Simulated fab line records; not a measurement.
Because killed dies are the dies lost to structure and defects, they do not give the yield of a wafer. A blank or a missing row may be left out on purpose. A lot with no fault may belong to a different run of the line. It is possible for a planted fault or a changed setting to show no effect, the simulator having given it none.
A struck lot beside a sound one :: flow n5_finfet :: 37 steps out of a route of 1938
Sound: wafers L921.1, L921.4, L921.5. Struck: wafers L929.1, L929.4, L929.5. The cause is given at the end.
Each step with rows lists, per side, the tool, then ch with its chambers, then its first start. Under that, the readings that differ: sound wafers :: struck wafers :: difference of the means :: sigmas: that difference in standard deviations of wafers without a fault.
alike: a reading whose means differ by less than 2 such deviations, as well as words and numbers matching on both sides. not compared: withheld readings; readings where some wafer has no value; bounds like >300 that might hide an equal value; numbers whose values overlap and for which the record gives no deviation.
A row with sigmas, a row that says differs or no value, or rows on one side alone: a step with any of these is where the two part. Numbers that don't overlap but have no deviation are shown without sigmas and don't part them. Lack of a reading on every wafer of one side parts them only where that side has two or more wafers.

first, 9 steps without rows for these wafers: N5_BEOL_M4_ANNEAL_95 (time 240 s); N5_BEOL_M4_SPUTTER_96 (material Cu, target thk 4.5 nm, time 8.29 s); N5_BEOL_M4_ECD_50 (material Cu, target thk 300 nm); N5_BEOL_M4_ANNEAL_51 (time 90 s); N5_BEOL_M4_CMP_52 (polishes, stops on SiOC, t overpolish 6.8 s, target thk 40 nm); N5_BEOL_M4_PRE_CLEAN_60 (time 15 s); N5_BEOL_M4_CO_CAP_55 (material Co, precursor CCTBA/H2, target thk 2 nm, time 102.1 s); N5_BEOL_M4_PRE_CLEAN_56 (time 15 s); N5_BEOL_M4_DEP_57 (deposits SiCN from 3MS/NH3, target thk 8 nm, time 14 s).
N5_BEOL_M4_RC_MEAS_101:
  sound on prober-02 ch 0, day 10 09:26; struck on prober-01 ch 0, day 12 07:47
reading: DIBL_P (mV/V)
sound: 38.5 36.2 41.3
struck: 30.3 32.6 35.4
difference: -5.9
sigmas: -3

reading: IOFF_P (nA/um)
sound: 0.27 0.23 0.34
struck: 0.14 0.17 0.19
difference: -0.11
sigmas: -3
  alike: DIBL_N, IOFF_N, ION_N, ION_P, SS_N, SS_P, VT_N, VT_P
then, 24 steps without rows for these wafers: N5_BEOL_M5_ILD_DEP_00 (deposits SiCOH lowk from DEMS/porogen, target thk 140.64 nm, time 25.9 s); N5_BEOL_M5_CURE_79 (cures SiCOH lowk, time 240 s); N5_BEOL_M5_PECVD_70 (deposits SiO2 from TEOS/O2, target thk 16 nm, time 18 s); N5_BEOL_M5_HM_DEP_02 (deposits TiN, target thk 20 nm); N5_BEOL_M5_COAT_59 (time 60 s, resist thk 60 nm); N5_BEOL_M5_COAT_60 (time 60 s, resist thk 12 nm); N5_BEOL_M5_COAT_71 (time 60 s, resist thk 5 nm); N5_BEOL_M5_COAT_05 (resist thk 30 nm); N5_BEOL_M5_EBR_07; N5_BEOL_M5_SOFTBAKE_06 (time 60 s); N5_BEOL_M5_EXPOSE_08 (exposes mask M5, target cd 28 nm); N5_BEOL_M5_PEB_09 (peb time 60 s); N5_BEOL_M5_DEVELOP_10 (develop time 30 s); N5_BEOL_M5_DESCUM_16 (chemistry O2, time 7 s); N5_BEOL_M5_ETCH_72 (etches underlayer in N2/H2, target depth 6.5 nm, time 5.2 s); N5_BEOL_M5_ETCH_61 (etches SiARC in CF4, target depth 15.6 nm, time 26 s); N5_BEOL_M5_ETCH_62 (etches SOC in N2/H2, target depth 75 nm, overetch 15 nm, time 112.5 s); N5_BEOL_M5_STRIP_63 (strips in N2/H2); N5_BEOL_M5_STRIP_73 (strips in N2/H2); N5_BEOL_M5_STRIP_64 (strips in CF4); N5_BEOL_M5_HM_OPEN_17 (chemistry Cl2/BCl3, target TiN, target depth 20 nm, overetch 6 nm); N5_BEOL_M5_STRIP_19 (strips in O2); N5_BEOL_M5_COAT_65 (time 60 s, resist thk 60 nm); N5_BEOL_M5_COAT_66 (time 60 s, resist thk 12 nm).
N5_BEOL_M9_ILD_DEP_00: deposits SiCOH lowk from DEMS/porogen, target thk 308.51 nm, time 58 s.
  sound on pecvd-01 ch 0,1,2, day 11 21:32; struck on pecvd-01 ch 1,2, day 13 21:10
  no value came back on the struck wafers for any of 5 readings (chamber_pressure_Torr (Torr), heater_power_outer_w (W) and others); on the sound wafers chamber_pressure_Torr (Torr) reads 5.014 4.989 4.984
N5_BEOL_M9_OCD_MEAS_38:
  struck on ocd-02, day 14 01:43; sound on ocd-02, day 12 08:10
reading: trench_depth_nm (nm)
sound: 152.3 155.5 150.0
struck: - - -
difference: no value on the struck wafers
sigmas: 
-- here the record skips 2 days between the struck wafers' starts before and after, leaving off in module BEOL_M9 and picking up in module PASSIVATION (first step shown: number 1936 of the route) --
N5_PASSIVATION_PROBE_49:
  struck on prober-02, day 16 08:26; sound on prober-02, day 14 23:37
reading: defect_limited_yield (%)
sound: 90.4 91.6 87.8
struck: 0 0 0
difference: -90
sigmas: -69

reading: killed_at_M0_to_M3
sound: 37 28 54
struck: 13 8 8
difference: -30
sigmas: -3

reading: killed_at_M4_up
sound: 17 14 23
struck: 1159 1165 1163
difference: +1144
sigmas: +99 or more

reading: killed_at_contacts
sound: 25 11 8
struck: 2 2 3
difference: -12
sigmas: -2

reading: killed_at_front_end
sound: 31 46 58
struck: 6 5 6
difference: -39
sigmas: -3

reading: killed_dies
sound: 113 99 144
struck: 1180 1180 1180
difference: +1061
sigmas: +66

reading: killed_on_rim
sound: 16 9 21
struck: 152 152 152
difference: +137
sigmas: +33

reading: killed_open
sound: 80 64 105
struck: 19 9 13
difference: -69
sigmas: -6

reading: killed_short
sound: 32 31 31
struck: 8 7 6
difference: -24
sigmas: -3

reading: sort_bin_4_leakage (%)
sound: 0 0 0.08
struck: 0 0 0
difference: +0
sigmas: -2

reading: sort_bin_5_function (%)
sound: 5.1 5.3 7.7
struck: 75.0 72.4 71.9
difference: +67.1
sigmas: +78

reading: sort_n_pass
sound: 1067 1081 1035
struck: 0 0 0
difference: -1061
sigmas: -66

reading: sort_yield_pct (%)
sound: 90.4 91.6 87.7
struck: 0 0 0
difference: -90
sigmas: -69
  alike: killed_at_other, sort_bin_6_memory

## WHERE THEY PART
Earliest at N5_BEOL_M4_RC_MEAS_101; latest, in this record, at N5_PASSIVATION_PROBE_49.

WHY: what the simulator had put in
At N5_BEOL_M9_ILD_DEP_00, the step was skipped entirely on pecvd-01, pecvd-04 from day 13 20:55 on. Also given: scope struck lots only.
